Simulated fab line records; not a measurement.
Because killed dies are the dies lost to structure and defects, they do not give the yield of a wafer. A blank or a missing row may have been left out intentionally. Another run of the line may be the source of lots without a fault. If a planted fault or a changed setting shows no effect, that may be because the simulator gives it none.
What tool caused it? / flow nand_harc / 11 lots, 33 wafers sampled, at 6 steps of a route of 1302

WHAT THE GAUGES SHOWED, per wafer
NHARC_P_ZERO_WELL_CD_MEAS_52: target cd 2000 nm. Usual: cd_nm 1999.3 nm, standard deviation 1.6.
lot=L364; measured=day 2 11:45; on=cd_sem-02; cd_nm (nm)=1999.9 1999.5 1999.9; flag=
lot=L365; measured=day 2 21:44; on=cd_sem-02; cd_nm (nm)=2001.5 1997.9 1998.4; flag=
lot=L369; measured=day 4 14:03; on=cd_sem-02; cd_nm (nm)=2000.7 1996.5 1997.3; flag=
lot=L370; measured=day 4 23:43; on=cd_sem-03; cd_nm (nm)=- - -; flag=OFF
lot=L372; measured=day 5 19:32; on=cd_sem-01; cd_nm (nm)=2003.3 2000.4 2002.1; flag=
lot=L376; measured=day 7 17:22; on=cd_sem-01; cd_nm (nm)=2000.3 2000.0 1998.6; flag=
lot=L378; measured=day 8 08:26; on=cd_sem-02; cd_nm (nm)=1999.4 1998.9 2000.7; flag=
lot=L379; measured=day 8 17:38; on=cd_sem-01; cd_nm (nm)=2000.9 1998.3 2000.8; flag=
lot=L382; measured=day 9 23:45; on=cd_sem-01; cd_nm (nm)=1995.7 1999.6 1999.1; flag=
lot=L383; measured=day 10 09:52; on=cd_sem-03; cd_nm (nm)=1997.5 2001.0 1997.8; flag=
lot=L384; measured=day 10 20:00; on=cd_sem-03; cd_nm (nm)=2000.6 1998.9 2000.9; flag=

NHARC_END_SORT_01. Usual: killed_at_array 58, standard deviation 18; killed_at_other 1.0, standard deviation 1.5; killed_at_periphery 4, standard deviation 3.1; killed_dies 64, standard deviation 18; killed_open 3.4, standard deviation 1.9; killed_short 2.7, standard deviation 1.7.
lot=L370; measured=day 27 13:49; on=prober-02; killed_at_array=56 46 59; killed_at_other=0 2 0; killed_at_periphery=621 629 618; killed_dies=677 677 677; killed_open=2 3 2; killed_short=2 3 3; flag=OFF

EACH LOT AND THE TOOL THAT RAN IT (in order: tool; ch and the chambers of the sampled wafers; start)
lot=L364; NHARC_P_ZERO_WELL_EXPOSE_49=krf_scanner-03 ch 0, day 2 11:36; NHARC_P_GATE_ETCH_104=rie_diel-07 ch 1,3, day 5 04:33; NHARC_P_GATE_ETCH_32=rie_si-01 ch 0,2, day 5 04:56; NHARC_P_GATE_STRIP_113=plasma_asher-02 ch 1, day 5 20:10
lot=L365; NHARC_P_ZERO_WELL_EXPOSE_49=krf_scanner-03 ch 0, day 2 21:35; NHARC_P_GATE_ETCH_104=rie_diel-03 ch 0,1,2, day 5 18:45; NHARC_P_GATE_ETCH_32=rie_si-02 ch 0,2,3, day 5 19:11; NHARC_P_GATE_STRIP_113=plasma_asher-01 ch 0,1, day 6 10:37
lot=L369; NHARC_P_ZERO_WELL_EXPOSE_49=krf_scanner-03 ch 0, day 4 13:53; NHARC_P_GATE_ETCH_104=rie_diel-05 ch 0,1,3, day 7 12:08; NHARC_P_GATE_ETCH_32=rie_si-03 ch 1,2, day 7 12:31; NHARC_P_GATE_STRIP_113=plasma_asher-02 ch 0,1, day 8 04:10
lot=L370; NHARC_P_ZERO_WELL_EXPOSE_49=krf_scanner-03 ch 0, day 4 23:34; NHARC_P_GATE_ETCH_104=-; NHARC_P_GATE_ETCH_32=-; NHARC_P_GATE_STRIP_113=-
lot=L372; NHARC_P_ZERO_WELL_EXPOSE_49=krf_scanner-03 ch 0, day 5 19:23; NHARC_P_GATE_ETCH_104=rie_diel-05 ch 0,1,3, day 8 22:02; NHARC_P_GATE_ETCH_32=rie_si-03 ch 0,1, day 8 22:25; NHARC_P_GATE_STRIP_113=plasma_asher-02 ch 0, day 9 15:56
lot=L376; NHARC_P_ZERO_WELL_EXPOSE_49=krf_scanner-03 ch 0, day 7 17:12; NHARC_P_GATE_ETCH_104=rie_diel-05 ch 0,2,3, day 11 04:31; NHARC_P_GATE_ETCH_32=rie_si-03 ch 1,2,3, day 11 04:54; NHARC_P_GATE_STRIP_113=plasma_asher-01 ch 0,1, day 11 20:33
lot=L378; NHARC_P_ZERO_WELL_EXPOSE_49=krf_scanner-04 ch 0, day 8 08:17; NHARC_P_GATE_ETCH_104=rie_diel-07 ch 0,2,3, day 11 05:10; NHARC_P_GATE_ETCH_32=rie_si-01 ch 0,2,3, day 11 05:32; NHARC_P_GATE_STRIP_113=plasma_asher-01 ch 0,1, day 11 21:06
lot=L379; NHARC_P_ZERO_WELL_EXPOSE_49=krf_scanner-01 ch 0, day 8 17:29; NHARC_P_GATE_ETCH_104=rie_diel-03 ch 0,1, day 11 18:56; NHARC_P_GATE_ETCH_32=rie_si-03 ch 0,1, day 11 19:20; NHARC_P_GATE_STRIP_113=plasma_asher-02 ch 0,1, day 12 10:46
lot=L382; NHARC_P_ZERO_WELL_EXPOSE_49=krf_scanner-03 ch 0, day 9 23:36; NHARC_P_GATE_ETCH_104=rie_diel-05 ch 2,3, day 12 21:35; NHARC_P_GATE_ETCH_32=rie_si-01 ch 0,2,3, day 12 21:59; NHARC_P_GATE_STRIP_113=plasma_asher-02 ch 0,1, day 13 13:21
lot=L383; NHARC_P_ZERO_WELL_EXPOSE_49=krf_scanner-01 ch 0, day 10 09:43; NHARC_P_GATE_ETCH_104=rie_diel-03 ch 0,1,2, day 13 09:14; NHARC_P_GATE_ETCH_32=rie_si-02 ch 0,2,3, day 13 09:37; NHARC_P_GATE_STRIP_113=plasma_asher-01 ch 0,1, day 14 00:57
lot=L384; NHARC_P_ZERO_WELL_EXPOSE_49=krf_scanner-03 ch 0, day 10 19:51; NHARC_P_GATE_ETCH_104=rie_diel-07 ch 0,3, day 13 15:21; NHARC_P_GATE_ETCH_32=rie_si-03 ch 0,2,3, day 13 15:45; NHARC_P_GATE_STRIP_113=plasma_asher-02 ch 0,1, day 14 09:04
- NHARC_P_ZERO_WELL_EXPOSE_49: exposes mask P HVPW, target cd 2000 nm.
- NHARC_P_GATE_ETCH_104: etches the open film in CF4/CHF3, target depth 60 nm.
- NHARC_P_GATE_ETCH_32: etches the open film in HBr/Cl2, target depth 150 nm, time 100.1 s.
- NHARC_P_GATE_STRIP_113: strips in N2/H2, time 740 s.

WHAT THE TOOLS THEMSELVES READ (means of the sampled wafers that have a number; where no wafer has one, the mark that the record gives instead)
NHARC_P_ZERO_WELL_EXPOSE_49. Usual: reticle_temp_C 23.01 C, standard deviation 0.1.
lot=L364; tool=krf_scanner-03; reticle_temp_C (C)=23.00; flag=
lot=L365; tool=krf_scanner-03; reticle_temp_C (C)=23.03; flag=
lot=L369; tool=krf_scanner-03; reticle_temp_C (C)=22.85; flag=
lot=L370; tool=krf_scanner-03; reticle_temp_C (C)=23.03; flag=
lot=L372; tool=krf_scanner-03; reticle_temp_C (C)=22.98; flag=
lot=L376; tool=krf_scanner-03; reticle_temp_C (C)=23.02; flag=
lot=L378; tool=krf_scanner-04; reticle_temp_C (C)=23.04; flag=
lot=L379; tool=krf_scanner-01; reticle_temp_C (C)=22.97; flag=
lot=L382; tool=krf_scanner-03; reticle_temp_C (C)=23.04; flag=
lot=L383; tool=krf_scanner-01; reticle_temp_C (C)=23.09; flag=
lot=L384; tool=krf_scanner-03; reticle_temp_C (C)=23.08; flag=

NHARC_P_GATE_ETCH_104. Usual: drypump_motor_current_A 5.8 A, standard deviation 0.49; oes_product_au 0.949 a.u., standard deviation 0.024; rf_fwd_power_W 492.0 W, standard deviation 2.8; rf_vpp_V 370.5 V, standard deviation 2.3; showerhead_plenum_p_Torr 1.57 Torr, standard deviation 0.068; throttle_valve_pct 16.802 %, standard deviation 0.0098.
lot=L364; tool=rie_diel-07; drypump_motor_current_A (A)=5.5; oes_product_au (a.u.)=0.929; rf_fwd_power_W (W)=490.3; rf_vpp_V (V)=374.0; showerhead_plenum_p_Torr (Torr)=1.67; throttle_valve_pct (%)=16.800; flag=
lot=L365; tool=rie_diel-03; drypump_motor_current_A (A)=5.2; oes_product_au (a.u.)=0.963; rf_fwd_power_W (W)=492.4; rf_vpp_V (V)=368.6; showerhead_plenum_p_Torr (Torr)=1.50; throttle_valve_pct (%)=16.801; flag=
lot=L369; tool=rie_diel-05; drypump_motor_current_A (A)=5.9; oes_product_au (a.u.)=0.923; rf_fwd_power_W (W)=490.1; rf_vpp_V (V)=369.8; showerhead_plenum_p_Torr (Torr)=1.54; throttle_valve_pct (%)=16.794; flag=
lot=L372; tool=rie_diel-05; drypump_motor_current_A (A)=5.9; oes_product_au (a.u.)=0.938; rf_fwd_power_W (W)=491.5; rf_vpp_V (V)=369.8; showerhead_plenum_p_Torr (Torr)=1.54; throttle_valve_pct (%)=16.805; flag=
lot=L376; tool=rie_diel-05; drypump_motor_current_A (A)=5.9; oes_product_au (a.u.)=0.966; rf_fwd_power_W (W)=488.9; rf_vpp_V (V)=369.9; showerhead_plenum_p_Torr (Torr)=1.57; throttle_valve_pct (%)=16.807; flag=
lot=L378; tool=rie_diel-07; drypump_motor_current_A (A)=5.6; oes_product_au (a.u.)=0.980; rf_fwd_power_W (W)=492.2; rf_vpp_V (V)=372.8; showerhead_plenum_p_Torr (Torr)=1.65; throttle_valve_pct (%)=16.804; flag=
lot=L379; tool=rie_diel-03; drypump_motor_current_A (A)=5.1; oes_product_au (a.u.)=0.931; rf_fwd_power_W (W)=492.7; rf_vpp_V (V)=367.4; showerhead_plenum_p_Torr (Torr)=1.51; throttle_valve_pct (%)=16.799; flag=
lot=L382; tool=rie_diel-05; drypump_motor_current_A (A)=6.1; oes_product_au (a.u.)=0.961; rf_fwd_power_W (W)=491.3; rf_vpp_V (V)=369.3; showerhead_plenum_p_Torr (Torr)=1.55; throttle_valve_pct (%)=16.802; flag=
lot=L383; tool=rie_diel-03; drypump_motor_current_A (A)=5.2; oes_product_au (a.u.)=0.970; rf_fwd_power_W (W)=492.5; rf_vpp_V (V)=368.7; showerhead_plenum_p_Torr (Torr)=1.50; throttle_valve_pct (%)=16.797; flag=
lot=L384; tool=rie_diel-07; drypump_motor_current_A (A)=5.6; oes_product_au (a.u.)=0.966; rf_fwd_power_W (W)=493.3; rf_vpp_V (V)=373.0; showerhead_plenum_p_Torr (Torr)=1.65; throttle_valve_pct (%)=16.796; flag=

NHARC_P_GATE_ETCH_32. Usual: drypump_motor_current_A 5.7 A, standard deviation 0.57; mfc_cl2_sccm 49.99 sccm, standard deviation 0.14; oes_product_au 0.999 a.u., standard deviation 0.012; rf_fwd_power_W 396.4 W, standard deviation 1.5; throttle_valve_pct 26.406 %, standard deviation 0.0091.
lot=L364; tool=rie_si-01; drypump_motor_current_A (A)=5.9; mfc_cl2_sccm (sccm)=50.11; oes_product_au (a.u.)=0.996; rf_fwd_power_W (W)=396.4; throttle_valve_pct (%)=26.401; flag=
lot=L365; tool=rie_si-02; drypump_motor_current_A (A)=5.7; mfc_cl2_sccm (sccm)=50.08; oes_product_au (a.u.)=1.015; rf_fwd_power_W (W)=397.9; throttle_valve_pct (%)=26.406; flag=
lot=L369; tool=rie_si-03; drypump_motor_current_A (A)=6.1; mfc_cl2_sccm (sccm)=49.97; oes_product_au (a.u.)=0.989; rf_fwd_power_W (W)=395.2; throttle_valve_pct (%)=26.401; flag=
lot=L372; tool=rie_si-03; drypump_motor_current_A (A)=5.9; mfc_cl2_sccm (sccm)=49.85; oes_product_au (a.u.)=1.002; rf_fwd_power_W (W)=396.1; throttle_valve_pct (%)=26.411; flag=
lot=L376; tool=rie_si-03; drypump_motor_current_A (A)=5.9; mfc_cl2_sccm (sccm)=50.08; oes_product_au (a.u.)=0.994; rf_fwd_power_W (W)=396.1; throttle_valve_pct (%)=26.401; flag=
lot=L378; tool=rie_si-01; drypump_motor_current_A (A)=5.6; mfc_cl2_sccm (sccm)=50.13; oes_product_au (a.u.)=1.012; rf_fwd_power_W (W)=395.4; throttle_valve_pct (%)=26.413; flag=
lot=L379; tool=rie_si-03; drypump_motor_current_A (A)=5.9; mfc_cl2_sccm (sccm)=49.99; oes_product_au (a.u.)=0.999; rf_fwd_power_W (W)=395.3; throttle_valve_pct (%)=26.409; flag=
lot=L382; tool=rie_si-01; drypump_motor_current_A (A)=5.7; mfc_cl2_sccm (sccm)=50.02; oes_product_au (a.u.)=1.005; rf_fwd_power_W (W)=396.3; throttle_valve_pct (%)=26.412; flag=
lot=L383; tool=rie_si-02; drypump_motor_current_A (A)=5.7; mfc_cl2_sccm (sccm)=50.04; oes_product_au (a.u.)=1.002; rf_fwd_power_W (W)=396.4; throttle_valve_pct (%)=26.405; flag=
lot=L384; tool=rie_si-03; drypump_motor_current_A (A)=5.4; mfc_cl2_sccm (sccm)=49.95; oes_product_au (a.u.)=0.992; rf_fwd_power_W (W)=396.1; throttle_valve_pct (%)=26.405; flag=

NHARC_P_GATE_STRIP_113. Usual: drypump_motor_current_A 5.7 A, standard deviation 0.55; heater_power_w 95 W, standard deviation 9.9; rf_refl_power_W 12.4 W, standard deviation 1.8.
lot=L364; tool=plasma_asher-02; drypump_motor_current_A (A)=5.3; heater_power_w (W)=107; rf_refl_power_W (W)=11.1; flag=
lot=L365; tool=plasma_asher-01; drypump_motor_current_A (A)=5.4; heater_power_w (W)=86; rf_refl_power_W (W)=11.2; flag=
lot=L369; tool=plasma_asher-02; drypump_motor_current_A (A)=5.9; heater_power_w (W)=104; rf_refl_power_W (W)=13.5; flag=
lot=L372; tool=plasma_asher-02; drypump_motor_current_A (A)=6.2; heater_power_w (W)=100; rf_refl_power_W (W)=14.9; flag=
lot=L376; tool=plasma_asher-01; drypump_motor_current_A (A)=5.9; heater_power_w (W)=88; rf_refl_power_W (W)=12.2; flag=
lot=L378; tool=plasma_asher-01; drypump_motor_current_A (A)=5.4; heater_power_w (W)=86; rf_refl_power_W (W)=11.3; flag=
lot=L379; tool=plasma_asher-02; drypump_motor_current_A (A)=5.9; heater_power_w (W)=102; rf_refl_power_W (W)=13.9; flag=
lot=L382; tool=plasma_asher-02; drypump_motor_current_A (A)=5.6; heater_power_w (W)=108; rf_refl_power_W (W)=12.1; flag=
lot=L383; tool=plasma_asher-01; drypump_motor_current_A (A)=5.5; heater_power_w (W)=86; rf_refl_power_W (W)=11.7; flag=
lot=L384; tool=plasma_asher-02; drypump_motor_current_A (A)=5.9; heater_power_w (W)=103; rf_refl_power_W (W)=13.1; flag=

THE ANSWER, worked out from the rows above alone
Rule: lot off if the mean of its wafers having a number is beyond 3 standard deviations from the usual mean. Also off: a lot with no number at a reading for which 4 or more lots have one. Any other lot the step has rows for is counted as sound. The gauges are gone through in route order, then the tools' own readings, and for those a lot's mean is taken as printed above. The first step at which some lot is off is used, and at that step the reading that is off furthest; a lot without a number counts as furthest.
Off: L370, at NHARC_P_ZERO_WELL_CD_MEAS_52 (cd_nm). Without a number there: L370.
A tool fits if, at a process step before that reading, it ran every lot that is off, and no sound lot after the first of them. Not tried: the gauges at NHARC_P_ZERO_WELL_CD_MEAS_52; whatever is off there is also off at NHARC_END_SORT_01, on other tools, and gauge error can't account for it. Of those tried, none fits.

WHAT THE SIMULATOR HAD PUT IN
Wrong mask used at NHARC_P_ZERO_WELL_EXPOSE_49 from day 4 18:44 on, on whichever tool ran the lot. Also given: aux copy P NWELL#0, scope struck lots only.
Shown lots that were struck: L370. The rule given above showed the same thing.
